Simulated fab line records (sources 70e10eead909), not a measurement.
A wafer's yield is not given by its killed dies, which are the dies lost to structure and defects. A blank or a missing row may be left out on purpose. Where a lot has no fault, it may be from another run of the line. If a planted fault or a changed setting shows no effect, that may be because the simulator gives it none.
Check of tool commonality + flow nandHarc + Sampled: 14 lots, 42 wafers

WHY IT WAS OPENED
Flagged at NHARC_A_M0_CD_MEAS_09: reading cdNm, on 2 of 14 lots. Fault-free wafers read 80.0 nm, with a standard deviation of 0.7.
Rule: a lot gets a flag if all its wafers with a number sit over 4 standard deviations from that mean, or if no wafer of it has a number. As for the other lots, they are considered sound.

| lot  | measured     | on       | cdNm (nm), wafer by wafer | flag    |
|------|--------------|----------|---------------------------|---------|
| L792 | day 23 01:15 | cdSem-02 | 78.8 79.3 80.4            |         |
| L791 | day 23 04:22 | cdSem-01 | 79.8 80.1 80.2            |         |
| L793 | day 24 03:52 | cdSem-02 | 79.6 80.4 79.5            |         |
| L795 | day 24 10:06 | cdSem-02 | 79.7 80.2 79.3            |         |
| L797 | day 24 14:25 | cdSem-02 | 80.3 81.1 81.2            |         |
| L796 | day 25 23:53 | cdSem-01 | 80.5 80.3 80.8            |         |
| L802 | day 27 19:49 | cdSem-01 | 105.9 105.8 106.4         | FLAGGED |
| L805 | day 28 08:59 | cdSem-01 | 105.8 106.5 105.6         | FLAGGED |
| L809 | day 29 15:13 | cdSem-03 | 79.6 80.5 80.0            |         |
| L810 | day 30 07:05 | cdSem-01 | 80.4 80.4 81.0            |         |
| L811 | day 31 12:40 | cdSem-02 | 80.1 80.1 81.6            |         |
| L813 | day 31 18:53 | cdSem-01 | 79.9 79.8 80.6            |         |
| L812 | day 32 03:31 | cdSem-02 | 79.2 81.4 81.1            |         |
| L814 | day 32 21:40 | cdSem-02 | 79.2 80.2 79.0            |         |
On average the flagged lots' numbers are 106.0 nm, which is +26.0 nm against the usual, or +37 standard deviations.

WHICH TOOL EACH LOT WENT THROUGH
Before the reading, the record contains 3 process steps out of a 1302-step route. Cell contents, in order: the tool; ch with the chambers the sampled wafers went through; the start.
| lot  | flag    | NHARC_A_BLC_DEGAS_30        | NHARC_A_BLC_CMP_25            | NHARC_A_M0_PEB_07                |
|------|---------|-----------------------------|-------------------------------|----------------------------------|
| L792 |         | pvdSputter-01, day 22 22:55 | cmp-01 ch 0,1, day 22 23:55   | lithoTrack-01 ch 0, day 23 01:10 |
| L791 |         | pvdSputter-01, day 23 02:05 | cmp-02 ch 0,1,3, day 23 03:05 | lithoTrack-01 ch 0, day 23 04:17 |
| L793 |         | pvdSputter-03, day 24 01:27 | cmp-02 ch 1,2,3, day 24 02:28 | lithoTrack-01 ch 0, day 24 03:47 |
| L795 |         | pvdSputter-03, day 24 07:57 | cmp-02 ch 0,3, day 24 08:56   | lithoTrack-04 ch 0, day 24 10:01 |
| L797 |         | pvdSputter-03, day 24 12:16 | cmp-01 ch 1,3, day 24 13:15   | lithoTrack-06 ch 0, day 24 14:20 |
| L796 |         | pvdSputter-03, day 25 21:38 | cmp-01 ch 1,2,3, day 25 22:40 | lithoTrack-06 ch 0, day 25 23:49 |
| L802 | FLAGGED | pvdSputter-02, day 27 17:34 | cmp-01 ch 0,1,3, day 27 18:31 | lithoTrack-06 ch 0, day 27 19:44 |
| L805 | FLAGGED | pvdSputter-03, day 28 06:43 | cmp-01 ch 0,1,3, day 28 07:41 | lithoTrack-06 ch 0, day 28 08:55 |
| L809 |         | pvdSputter-02, day 29 12:50 | cmp-04 ch 0,2,3, day 29 13:52 | lithoTrack-01 ch 0, day 29 15:08 |
| L810 |         | pvdSputter-03, day 30 04:49 | cmp-01 ch 0,2, day 30 05:49   | lithoTrack-04 ch 0, day 30 07:01 |
| L811 |         | pvdSputter-01, day 31 10:20 | cmp-02 ch 1,2,3, day 31 11:23 | lithoTrack-06 ch 0, day 31 12:35 |
| L813 |         | pvdSputter-02, day 31 16:31 | cmp-02 ch 2,3, day 31 17:35   | lithoTrack-01 ch 0, day 31 18:48 |
| L812 |         | pvdSputter-01, day 32 01:21 | cmp-02 ch 0,1,2, day 32 02:20 | lithoTrack-01 ch 0, day 32 03:26 |
| L814 |         | pvdSputter-02, day 32 19:31 | cmp-04 ch 1,2,3, day 32 20:33 | lithoTrack-01 ch 0, day 32 21:35 |
What these steps do:
- NHARC_A_BLC_DEGAS_30: time 60 s.
- NHARC_A_BLC_CMP_25: polishes, t overpolish 30 s, target thk 150 nm.
- NHARC_A_M0_PEB_07: peb time 65 s.
- NHARC_A_M0_CD_MEAS_09: target cd 80 nm.

FLAGGED OVER TOTAL, TOOL BY TOOL (the gauges that took the reading come last)
| step                  | tool          | lots run | flagged | share of the flagged lots | sound lots run after its first flagged lot |
|-----------------------|---------------|----------|---------|---------------------------|--------------------------------------------|
| NHARC_A_BLC_DEGAS_30  | pvdSputter-01 | 4        | 0       | none                      | -                                          |
| NHARC_A_BLC_DEGAS_30  | pvdSputter-02 | 4        | 1       | some                      | 3 (L809,L813,L814)                         |
| NHARC_A_BLC_DEGAS_30  | pvdSputter-03 | 6        | 1       | some                      | 1 (L810)                                   |
| NHARC_A_BLC_CMP_25    | cmp-01        | 6        | 2       | all                       | 1 (L810)                                   |
| NHARC_A_BLC_CMP_25    | cmp-02        | 6        | 0       | none                      | -                                          |
| NHARC_A_BLC_CMP_25    | cmp-04        | 2        | 0       | none                      | -                                          |
| NHARC_A_M0_PEB_07     | lithoTrack-01 | 7        | 0       | none                      | -                                          |
| NHARC_A_M0_PEB_07     | lithoTrack-04 | 2        | 0       | none                      | -                                          |
| NHARC_A_M0_PEB_07     | lithoTrack-06 | 5        | 2       | all                       | 1 (L811)                                   |
| NHARC_A_M0_CD_MEAS_09 | cdSem-01      | 6        | 2       | all                       | 2 (L810,L813)                              |
| NHARC_A_M0_CD_MEAS_09 | cdSem-02      | 7        | 0       | none                      | -                                          |
| NHARC_A_M0_CD_MEAS_09 | cdSem-03      | 1        | 0       | none                      | -                                          |

WHAT THE TABLE ALLOWS
Every flagged lot was run by 3 rows of the table: cmp-01 at NHARC_A_BLC_CMP_25, lithoTrack-06 at NHARC_A_M0_PEB_07 and cdSem-01 at NHARC_A_M0_CD_MEAS_09.
- cmp-01 at NHARC_A_BLC_CMP_25: 2 of its 6 lots flagged. Lots that were sound ran on it after the first flagged one (L810); a persistent fault on the entire tool would not allow that.
- lithoTrack-06 at NHARC_A_M0_PEB_07: 2 of its 5 lots flagged. Lots that were sound ran on it after the first flagged one (L811); a persistent fault on the entire tool would not allow that. Its own readings (heaterPowerTotalW, plateTempC) fall more than 4 standard deviations out on all wafers of the flagged lots.
- cdSem-01 at NHARC_A_M0_CD_MEAS_09: 2 of its 6 lots flagged. Lots that were sound ran on it after the first flagged one (L810, L813); a persistent fault on the entire tool would not allow that.
Not one row of the table ran every flagged lot while running no sound lot after the first.

WHAT THE SIMULATOR PUT IN
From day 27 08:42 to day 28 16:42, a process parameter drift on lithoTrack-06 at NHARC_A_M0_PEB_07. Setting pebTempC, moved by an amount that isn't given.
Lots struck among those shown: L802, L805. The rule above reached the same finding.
